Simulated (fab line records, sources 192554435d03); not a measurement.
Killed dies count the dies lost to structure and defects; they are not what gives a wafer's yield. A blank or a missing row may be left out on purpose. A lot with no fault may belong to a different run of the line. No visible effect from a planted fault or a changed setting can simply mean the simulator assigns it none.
Which tool is to blame?	flow n5-finfet	23 lots with 69 wafers sampled at 6 steps, on a route of 1938 steps

## WHAT THE GAUGES SHOWED, per wafer
Not one reading of a measure or inspect step in the record can be checked against a usual standard deviation.

## TOOL THAT RAN EACH LOT (tool first, then ch and the chambers of the sampled wafers, then the start)
lot	N5_MOL_CONTACT_COAG_ETCH_89	N5_MOL_CONTACT_COAG_ALD_133	N5_MOL_CONTACT_COAG_STRIP_49	N5_BEOL_M0_SAQP_DESCUM_19	N5_BEOL_M0_SAQP_STRIP_86	N5_BEOL_M0_SAQP_ALD_48
L074	rie-diel-03 ch 1,3, day 5 05:47	ald-sin-02 ch 0,2,3, day 5 07:29	plasma-asher-01 ch 0,1, day 5 08:10	rie-diel-06 ch 0,1,3, day 5 14:34	rie-diel-06 ch 0,1, day 5 14:56	ald-sin-01 ch 2,3, day 5 19:31
L075	rie-diel-02 ch 0,1, day 5 07:16	ald-sin-04 ch 0,2,3, day 5 09:17	plasma-asher-01 ch 0,1, day 5 10:12	rie-diel-04 ch 0,1,2, day 5 17:46	rie-diel-04 ch 1,3, day 5 18:08	ald-sin-02 ch 1,2, day 5 22:50
L077	rie-diel-03 ch 0,3, day 5 18:26	ald-sin-04 ch 0,3, day 5 20:13	plasma-asher-02 ch 0,1, day 5 20:47	rie-diel-06 ch 1,2,3, day 6 02:22	rie-diel-04 ch 0,3, day 6 02:44	ald-sin-02 ch 0,3, day 6 07:40
L078	rie-diel-05 ch 0,1,3, day 6 04:47	ald-sin-02 ch 0,2, day 6 06:28	plasma-asher-02 ch 0,1, day 6 07:01	rie-diel-06 ch 0,1,3, day 6 12:39	rie-diel-01 ch 0,1,2, day 6 13:02	ald-sin-02 ch 2,3, day 6 17:01
L079	rie-diel-02 ch 1,2, day 6 09:35	ald-sin-04 ch 0,1,2, day 6 11:08	plasma-asher-01 ch 0, day 6 11:43	rie-diel-04 ch 0,1, day 6 19:02	rie-diel-06 ch 0,1,3, day 6 19:25	ald-sin-02 ch 1,2, day 6 23:10
L080	rie-diel-05 ch 0,2, day 6 14:31	ald-sin-04 ch 2,3, day 6 16:40	plasma-asher-02 ch 0,1, day 6 17:13	rie-diel-04 ch 1,2,3, day 6 23:11	rie-diel-06 ch 0,1, day 6 23:36	ald-sin-01 ch 1,2,3, day 7 05:01
L081	rie-diel-02 ch 0,3, day 6 22:23	ald-sin-02 ch 0,1,2, day 6 23:51	plasma-asher-02 ch 0,1, day 7 00:23	rie-diel-06 ch 2,3, day 7 08:09	rie-diel-06 ch 1,2, day 7 08:45	ald-sin-04 ch 0,1, day 7 13:44
L082	rie-diel-02 ch 0,1,3, day 7 02:08	ald-sin-02 ch 0,1,3, day 7 03:59	plasma-asher-02 ch 0,1, day 7 04:31	rie-diel-06 ch 1,2,3, day 7 11:00	rie-diel-06 ch 0,1, day 7 11:31	ald-sin-02 ch 0,1,3, day 7 16:25
L083	rie-diel-02 ch 0,3, day 7 09:21	ald-sin-04 ch 0,1,3, day 7 11:05	plasma-asher-02 ch 0,1, day 7 11:38	rie-diel-06 ch 0,1, day 7 18:08	rie-diel-06 ch 2,3, day 7 18:40	ald-sin-01 ch 2,3, day 8 01:13
L084	rie-diel-05 ch 0,2,3, day 7 20:36	ald-sin-03 ch 1,2,3, day 7 22:02	plasma-asher-01 ch 0,1, day 7 22:35	rie-diel-06 ch 0,1,3, day 8 04:23	rie-diel-04 ch 0,1,2, day 8 04:46	ald-sin-01 ch 2,3, day 8 08:58
L085	rie-diel-05 ch 0,1, day 8 00:05	ald-sin-04 ch 1,3, day 8 02:13	plasma-asher-01 ch 0,1, day 8 02:45	rie-diel-04 ch 0,1, day 8 09:33	rie-diel-06 ch 2,3, day 8 09:56	ald-sin-04 ch 0,2, day 8 16:27
L086	rie-diel-03 ch 0,1, day 8 09:31	ald-sin-04 ch 0,2,3, day 8 11:22	plasma-asher-02 ch 0, day 8 11:55	rie-diel-06 ch 0,1,3, day 8 19:10	rie-diel-04 ch 1,2,3, day 8 19:32	ald-sin-02 ch 1,2,3, day 8 23:32
L087	rie-diel-03 ch 1,3, day 8 15:21	ald-sin-04 ch 0,3, day 8 17:55	plasma-asher-01 ch 0,1, day 8 18:29	rie-diel-06 ch 0,1,2, day 9 01:44	rie-diel-06 ch 0,3, day 9 02:07	ald-sin-04 ch 0,3, day 9 06:48
L088	rie-diel-05 ch 0,2,3, day 8 20:40	ald-sin-02 ch 2,3, day 8 22:29	plasma-asher-02 ch 0,1, day 8 23:02	rie-diel-06 ch 0,3, day 9 05:19	rie-diel-01 ch 0,2,3, day 9 05:41	ald-sin-04 ch 0,3, day 9 10:35
L089	rie-diel-03 ch 0,2,3, day 9 05:18	ald-sin-03 ch 1,2, day 9 06:57	plasma-asher-02 ch 0,1, day 9 07:31	rie-diel-06 ch 0,3, day 9 13:09	rie-diel-06 ch 0,3, day 9 13:32	ald-sin-02 ch 0,1, day 9 17:31
L090	rie-diel-03 ch 1,3, day 9 06:46	ald-sin-02 ch 1,2, day 9 08:38	plasma-asher-01 ch 0,1, day 9 09:25	rie-diel-01 ch 0,1, day 9 16:59	rie-diel-04 ch 2,3, day 9 17:21	ald-sin-02 ch 0,1,2, day 9 22:13
L091	rie-diel-05 ch 0,1,3, day 9 12:26	ald-sin-04 ch 0,2,3, day 9 13:59	plasma-asher-01 ch 0,1, day 9 14:31	rie-diel-04 ch 1,2,3, day 9 20:06	rie-diel-01 ch 0,1,2, day 9 20:28	ald-sin-04 ch 0,3, day 10 01:17
L092	rie-diel-05 ch 1,2, day 9 23:35	ald-sin-02 ch 0,3, day 10 01:37	plasma-asher-01 ch 0,1, day 10 02:19	rie-diel-06 ch 1,3, day 10 09:08	rie-diel-06 ch 2,3, day 10 09:31	ald-sin-02 ch 2,3, day 10 14:23
L093	rie-diel-05 ch 1,2,3, day 9 23:59	ald-sin-02 ch 2,3, day 10 01:47	plasma-asher-02 ch 0,1, day 10 02:20	rie-diel-01 ch 2,3, day 10 10:39	rie-diel-06 ch 0,1,2, day 10 11:02	ald-sin-02 ch 0,1, day 10 14:53
L094	rie-diel-02 ch 0,3, day 10 09:27	ald-sin-02 ch 0,1,3, day 10 10:48	plasma-asher-02 ch 0,1, day 10 11:20	rie-diel-01 ch 2,3, day 10 16:59	rie-diel-06 ch 0,1,2, day 10 17:21	ald-sin-02 ch 0,3, day 10 22:06
L095	rie-diel-05 ch 0,1,2, day 10 20:08	ald-sin-02 ch 1,2,3, day 10 21:50	plasma-asher-02 ch 0,1, day 10 22:39	rie-diel-06 ch 1,2, day 11 04:52	rie-diel-04 ch 0,1,3, day 11 05:14	ald-sin-02 ch 1,2,3, day 11 09:22
L096	rie-diel-03 ch 1,2,3, day 10 22:24	ald-sin-02 ch 0,2,3, day 10 23:56	plasma-asher-02 ch 1, day 11 00:28	rie-diel-04 ch 0,2,3, day 11 08:30	rie-diel-06 ch 0,2, day 11 08:53	ald-sin-02 ch 0,1,3, day 11 12:46
L097	rie-diel-03 ch 2,3, day 11 06:11	ald-sin-02 ch 1,3, day 11 07:41	plasma-asher-02 ch 0,1, day 11 08:42	rie-diel-06 ch 1,2, day 11 14:17	rie-diel-06 ch 0,2, day 11 14:40	ald-sin-01 ch 0,3, day 11 18:19
- N5_MOL_CONTACT_COAG_ETCH_89: etches underlayer in N2/H2, target depth 13 nm, time 10.4 s.
- N5_MOL_CONTACT_COAG_ALD_133: deposits SiO2, target thk 5 nm, pulse time 1 s, co reactant pulse time 1 s.
- N5_MOL_CONTACT_COAG_STRIP_49: strips in N2/H2, time 30 s.
- N5_BEOL_M0_SAQP_DESCUM_19: chemistry O2, time 7.9 s.
- N5_BEOL_M0_SAQP_STRIP_86: strips in N2/H2.
- N5_BEOL_M0_SAQP_ALD_48: deposits SiO2, target thk 20 nm, pulse time 1 s, co reactant pulse time 1 s.

## AS READ BY THE TOOLS THEMSELVES (means over the sampled wafers that have a number; for cases with no such wafer, the mark the record gives instead)
N5_MOL_CONTACT_COAG_ETCH_89.
lot	tool	drypump-motor-current-A (A)	etch-rf-on-time-s (s)	oes-product-au (a.u.)	rf-vpp-V (V)	showerhead-plenum-p-Torr (Torr)	throttle-valve-pct (%)
L074	rie-diel-03	6.2	10.39	0.67	523.9	2.55	17.67
L075	rie-diel-02	6.0	10.51	0.65	520.4	2.45	17.87
L077	rie-diel-03	6.0	10.35	0.61	523.3	2.54	17.76
L078	rie-diel-05	5.8	10.37	0.61	526.2	2.63	18.00
L079	rie-diel-02	5.5	10.50	0.62	525.3	2.60	17.90
L080	rie-diel-05	5.7	10.33	0.69	525.1	2.58	17.62
L081	rie-diel-02	6.2	10.25	0.68	519.3	2.38	17.87
L082	rie-diel-02	5.9	10.39	0.68	523.2	2.49	17.84
L083	rie-diel-02	6.1	10.14	0.72	520.4	2.43	17.82
L084	rie-diel-05	5.9	10.21	0.67	525.2	2.58	17.80
L085	rie-diel-05	5.5	10.16	0.61	526.4	2.61	17.84
L086	rie-diel-03	6.3	10.47	0.60	523.7	2.52	17.91
L087	rie-diel-03	6.1	10.18	0.64	522.8	2.54	17.73
L088	rie-diel-05	5.9	10.23	0.66	524.9	2.58	17.82
L089	rie-diel-03	5.9	10.24	0.59	523.2	2.51	17.87
L090	rie-diel-03	6.2	10.23	0.65	523.7	2.54	17.73
L091	rie-diel-05	5.8	10.15	0.60	525.7	2.62	18.03
L092	rie-diel-05	5.3	10.29	0.65	524.9	2.57	17.86
L093	rie-diel-05	5.7	10.14	0.66	525.9	2.57	17.94
L094	rie-diel-02	6.3	10.37	0.65	519.2	2.37	17.92
L095	rie-diel-05	5.5	10.29	0.65	524.8	2.56	17.77
L096	rie-diel-03	5.9	10.13	0.70	523.9	2.51	17.66
L097	rie-diel-03	5.6	9.97	0.76	522.9	2.50	17.55

N5_MOL_CONTACT_COAG_ALD_133.
lot	tool	heater-power-w (W)	precursor-pulse-height-rel
L074	ald-sin-02	73	1.023
L075	ald-sin-04	78	0.999
L077	ald-sin-04	81	1.013
L078	ald-sin-02	80	0.999
L079	ald-sin-04	74	0.994
L080	ald-sin-04	79	0.966
L081	ald-sin-02	72	0.997
L082	ald-sin-02	74	1.008
L083	ald-sin-04	80	1.005
L084	ald-sin-03	82	0.990
L085	ald-sin-04	79	0.992
L086	ald-sin-04	77	0.995
L087	ald-sin-04	83	1.003
L088	ald-sin-02	66	1.001
L089	ald-sin-03	83	0.993
L090	ald-sin-02	66	1.008
L091	ald-sin-04	79	0.985
L092	ald-sin-02	81	0.983
L093	ald-sin-02	67	1.012
L094	ald-sin-02	74	0.995
L095	ald-sin-02	65	1.004
L096	ald-sin-02	75	0.982
L097	ald-sin-02	67	1.006

N5_MOL_CONTACT_COAG_STRIP_49.
lot	tool	drypump-motor-current-A (A)	heater-power-w (W)
L074	plasma-asher-01	5.93	298
L075	plasma-asher-01	5.93	294
L077	plasma-asher-02	5.35	354
L078	plasma-asher-02	5.36	352
L079	plasma-asher-01	5.70	313
L080	plasma-asher-02	5.36	356
L081	plasma-asher-02	5.36	354
L082	plasma-asher-02	5.37	351
L083	plasma-asher-02	5.36	350
L084	plasma-asher-01	5.91	304
L085	plasma-asher-01	5.81	302
L086	plasma-asher-02	5.35	342
L087	plasma-asher-01	5.83	302
L088	plasma-asher-02	5.36	360
L089	plasma-asher-02	5.36	347
L090	plasma-asher-01	5.85	305
L091	plasma-asher-01	5.92	297
L092	plasma-asher-01	5.82	300
L093	plasma-asher-02	5.35	362
L094	plasma-asher-02	5.36	356
L095	plasma-asher-02	5.36	351
L096	plasma-asher-02	5.36	362
L097	plasma-asher-02	5.36	354

N5_BEOL_M0_SAQP_DESCUM_19.
lot	tool	drypump-motor-current-A (A)	oes-product-au (a.u.)	rf-vpp-V (V)	showerhead-plenum-p-Torr (Torr)	throttle-valve-pct (%)
L074	rie-diel-06	5.8	0.78	242.8	2.06	20.45
L075	rie-diel-04	5.6	0.79	243.4	2.17	20.55
L077	rie-diel-06	5.5	0.74	241.5	1.99	20.42
L078	rie-diel-06	5.7	0.76	242.1	2.06	20.46
L079	rie-diel-04	5.4	0.73	243.4	2.16	20.71
L080	rie-diel-04	5.8	0.76	244.9	2.15	20.52
L081	rie-diel-06	5.3	0.89	243.9	2.17	20.34
L082	rie-diel-06	5.5	0.82	242.4	2.07	20.32
L083	rie-diel-06	5.6	0.75	242.9	2.08	20.46
L084	rie-diel-06	5.8	0.74	243.3	2.05	20.51
L085	rie-diel-04	5.4	0.72	243.8	2.16	20.74
L086	rie-diel-06	5.8	0.74	243.1	2.05	20.50
L087	rie-diel-06	5.3	0.81	243.6	2.10	20.31
L088	rie-diel-06	5.8	0.72	244.0	2.13	20.66
L089	rie-diel-06	6.0	0.72	243.6	2.11	20.70
L090	rie-diel-01	6.3	0.74	242.3	2.06	20.72
L091	rie-diel-04	5.8	0.74	244.9	2.14	20.56
L092	rie-diel-06	5.8	0.75	241.3	1.97	20.35
L093	rie-diel-01	5.4	0.73	244.5	2.13	20.44
L094	rie-diel-01	5.7	0.71	242.5	2.10	20.44
L095	rie-diel-06	5.0	0.85	242.8	2.11	20.19
L096	rie-diel-04	5.7	0.75	243.5	2.15	20.49
L097	rie-diel-06	5.0	0.84	243.2	2.11	20.20

N5_BEOL_M0_SAQP_STRIP_86.
lot	tool	drypump-motor-current-A (A)	oes-product-au (a.u.)	rf-vpp-V (V)	showerhead-plenum-p-Torr (Torr)	throttle-valve-pct (%)
L074	rie-diel-06	5.6	0.77	122.3	3.36	19.1
L075	rie-diel-04	5.8	0.72	123.7	3.47	19.3
L077	rie-diel-04	5.8	0.73	122.6	3.47	18.8
L078	rie-diel-01	5.9	0.76	121.6	3.35	19.0
L079	rie-diel-06	5.8	0.75	120.9	3.31	19.1
L080	rie-diel-06	5.5	0.78	121.2	3.26	19.1
L081	rie-diel-06	5.3	0.86	122.1	3.29	18.9
L082	rie-diel-06	5.6	0.76	121.7	3.36	19.1
L083	rie-diel-06	5.3	0.88	123.1	3.49	18.7
L084	rie-diel-04	5.5	0.76	121.5	3.44	19.1
L085	rie-diel-06	5.7	0.78	122.1	3.39	18.8
L086	rie-diel-04	5.8	0.75	121.2	3.43	19.2
L087	rie-diel-06	5.8	0.73	122.0	3.41	19.1
L088	rie-diel-01	5.7	0.72	121.5	3.33	19.0
L089	rie-diel-06	5.8	0.72	122.8	3.41	19.1
L090	rie-diel-04	6.0	0.78	122.4	3.40	18.7
L091	rie-diel-01	5.9	0.74	122.0	3.34	19.0
L092	rie-diel-06	5.2	0.84	124.1	3.48	18.7
L093	rie-diel-06	5.3	0.79	120.9	3.38	18.9
L094	rie-diel-06	5.3	0.79	123.0	3.38	18.9
L095	rie-diel-04	5.6	0.70	122.5	3.44	19.3
L096	rie-diel-06	5.1	0.83	123.3	3.52	18.7
L097	rie-diel-06	5.1	0.83	123.6	3.52	18.8

N5_BEOL_M0_SAQP_ALD_48.
lot	tool	heater-power-w (W)	precursor-pulse-height-rel
L074	ald-sin-01	72	0.980
L075	ald-sin-02	65	1.017
L077	ald-sin-02	74	0.991
L078	ald-sin-02	65	0.983
L079	ald-sin-02	66	1.015
L080	ald-sin-01	73	0.984
L081	ald-sin-04	77	1.006
L082	ald-sin-02	74	0.985
L083	ald-sin-01	71	1.017
L084	ald-sin-01	74	0.977
L085	ald-sin-04	76	0.984
L086	ald-sin-02	67	1.034
L087	ald-sin-04	84	0.987
L088	ald-sin-04	81	0.992
L089	ald-sin-02	72	0.999
L090	ald-sin-02	72	1.002
L091	ald-sin-04	82	0.992
L092	ald-sin-02	68	0.994
L093	ald-sin-02	72	1.012
L094	ald-sin-02	74	1.025
L095	ald-sin-02	66	1.009
L096	ald-sin-02	74	0.986
L097	ald-sin-01	80	0.997

## THE ANSWER, worked out from the rows above alone
Rule: what is usual is taken from the lots themselves. The widest of any qualifying gaps counts: lots, ordered by their means at a reading, are off when they make up no more than a third of the lots, leave a main group of 4 or more, and stand apart from it by 3 or more times the standard deviation of that group's means. A main group whose means are all the same, to the digits that the tables above print for the reading, isn't used. Also off: a lot with no number at a reading for which 4 or more lots have one. Where the step has rows for the other lots, those lots are counted as sound. The gauges are gone through in route order, then the tools' own readings, and for those a lot's mean is taken as printed above. The first step at which some lot is off is used, and at that step the reading that is off furthest; a lot without a number counts as furthest.
No lot is off on any of the readings shown, so nothing can be concluded from this.

## WHAT WAS PUT IN BY THE SIMULATOR
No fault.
